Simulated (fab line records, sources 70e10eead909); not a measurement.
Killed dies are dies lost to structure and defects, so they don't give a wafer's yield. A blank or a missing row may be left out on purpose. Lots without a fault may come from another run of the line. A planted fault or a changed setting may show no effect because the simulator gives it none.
Chamber matching | flow nand_harc | NHARC_P_M2_DESCUM_14 on rie_diel-08: 4 sister chambers
The step chemistry O2, time 3 s. 24 wafers are shown with their chamber, then 12 later ones without.

WAFERS WITH THEIR CHAMBER
wafer  | chamber | showerhead_plenum_p_Torr (Torr) | drypump_motor_current_A (A) | rf_vpp_V (V)
L078.4 | 2       | 1.81                            | 6.2                         | 58.2
L078.5 | 3       | 1.86                            | 5.5                         | 57.9
L078.6 | 2       | 1.81                            | 6.2                         | 58.4
L079.3 | 1       | 1.89                            | 5.9                         | 57.8
L079.4 | 2       | 1.81                            | 6.2                         | 57.4
L079.6 | 3       | 1.86                            | 5.5                         | 57.4
L082.2 | 3       | 1.86                            | 5.5                         | 57.2
L082.4 | 1       | 1.89                            | 5.8                         | 58.4
L082.6 | 3       | 1.86                            | 5.5                         | 59.0
L084.1 | 2       | 1.81                            | 6.2                         | 56.8
L084.2 | 1       | 1.89                            | 5.8                         | 57.9
L084.3 | 0       | 1.85                            | 5.9                         | 59.0
L086.2 | 3       | 1.86                            | 5.5                         | 58.1
L086.4 | 2       | 1.81                            | 6.2                         | 57.8
L086.6 | 1       | 1.89                            | 5.8                         | 57.6
L087.1 | 1       | 1.89                            | 5.9                         | 57.9
L087.2 | 2       | 1.81                            | 6.2                         | 56.8
L087.6 | 2       | 1.81                            | 6.2                         | 57.6
L089.2 | 1       | 1.89                            | 5.9                         | 57.8
L089.4 | 3       | 1.86                            | 5.5                         | 56.9
L089.5 | 3       | 1.86                            | 5.5                         | 56.9
L092.1 | 2       | 1.80                            | 6.2                         | 57.9
L092.3 | 3       | 1.86                            | 5.5                         | 57.1
L092.5 | 0       | 1.85                            | 5.9                         | 58.8

SIGNATURES (means of the wafers above)
reading                  | chamber 0 | chamber 1 | chamber 2 | chamber 3 | scatter within a chamber
showerhead_plenum_p_Torr | 1.8500    | 1.8900    | 1.8088    | 1.8600    | 0.00209
drypump_motor_current_A  | 5.900     | 5.850     | 6.200     | 5.500     | 0.0274
rf_vpp_V                 | 58.900    | 57.900    | 57.612    | 57.562    | 0.572
Rule: a wafer's distance from a chamber is the root of the sum, over the readings, of the square of ((its reading less the chamber's mean) divided by the reading's scatter). The wafer belongs to the nearest chamber; if the next one is less than 2 further off, it can't be placed. The scatter: the root of (the sum of the squares of (reading less its chamber's mean) over the shown wafers, divided by (wafers less chambers)).

WAFERS WITHOUT THEIR CHAMBER
wafer  | showerhead_plenum_p_Torr (Torr) | drypump_motor_current_A (A) | rf_vpp_V (V)
L093.3 | 1.80                            | 6.2                         | 56.8
L093.5 | 1.89                            | 5.8                         | 58.6
L093.6 | 1.85                            | 5.9                         | 59.6
L094.1 | 1.89                            | 5.9                         | 56.2
L094.4 | 1.80                            | 6.2                         | 57.9
L094.5 | 1.80                            | 6.2                         | 56.5
L096.4 | 1.80                            | 6.3                         | 57.4
L096.5 | 1.80                            | 6.2                         | 56.8
L096.6 | 1.86                            | 5.5                         | 56.2
L097.1 | 1.85                            | 5.9                         | 57.0
L097.3 | 1.89                            | 5.8                         | 58.4
L097.4 | 1.80                            | 6.3                         | 59.5

WHICH CHAMBER EACH WENT THROUGH
wafer  | from the rows above | in truth
L093.3 | 2                   | 2
L093.5 | 1                   | 1
L093.6 | 0                   | 0
L094.1 | 1                   | 1
L094.4 | 2                   | 2
L094.5 | 2                   | 2
L096.4 | 2                   | 2
L096.5 | 2                   | 2
L096.6 | 3                   | 3
L097.1 | 0                   | 0
L097.3 | 1                   | 1
L097.4 | 2                   | 2
Placed correctly: 12 of 12. Can't be placed from these rows: 0. Placed wrongly: 0.
